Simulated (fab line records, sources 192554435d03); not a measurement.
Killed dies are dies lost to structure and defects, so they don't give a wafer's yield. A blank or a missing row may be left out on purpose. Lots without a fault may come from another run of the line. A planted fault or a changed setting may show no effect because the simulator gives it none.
Chamber matching | flow n5_finfet | N5_BEOL_M5_DESCUM_33 on rie_diel-03: 4 sister chambers
The step chemistry O2, time 7 s. 8 wafers are shown with their chamber, then 7 later ones without.

WAFERS WITH THEIR CHAMBER
wafer  | chamber | showerhead_plenum_p_Torr (Torr) | drypump_motor_current_A (A)
L080.3 | 0       | 2.00                            | 5.5
L083.3 | 1       | 2.13                            | 5.2
L083.5 | 1       | 2.12                            | 5.3
L088.2 | 0       | 1.99                            | 5.5
L088.4 | 2       | 2.05                            | 5.7
L093.4 | 2       | 2.05                            | 5.7
L096.1 | 3       | 2.13                            | 5.7
L096.5 | 3       | 2.13                            | 5.7

WAFERS WITHOUT THEIR CHAMBER
wafer  | showerhead_plenum_p_Torr (Torr) | drypump_motor_current_A (A)
L096.6 | 2.05                            | 5.7
L090.2 | 1.99                            | 5.4
L090.4 | 1.99                            | 5.5
L090.5 | 2.05                            | 5.7
L095.3 | 1.99                            | 5.5
L095.5 | 2.05                            | 5.7
L095.6 | 2.13                            | 5.7

WHICH CHAMBER EACH WENT THROUGH
wafer  | from the rows above | in truth
L096.6 | 2                   | 2
L090.2 | 0                   | 0
L090.4 | 0                   | 0
L090.5 | 2                   | 2
L095.3 | 0                   | 0
L095.5 | 2                   | 2
L095.6 | 3                   | 3
Placed correctly: 7 of 7. Can't be placed from these rows: 0. Placed wrongly: 0.
How it was worked out, from the rows above alone: a wafer's distance from a chamber is the root of the sum, over the readings, of the square of ((its reading less the chamber's mean) divided by the reading's scatter). The wafer belongs to the nearest chamber; if the next one is less than 2 further off, it can't be placed. A chamber's mean is the mean of its shown wafers. The scatter: the root of (the sum of the squares of (reading less its chamber's mean) over the shown wafers, divided by (wafers less chambers)).
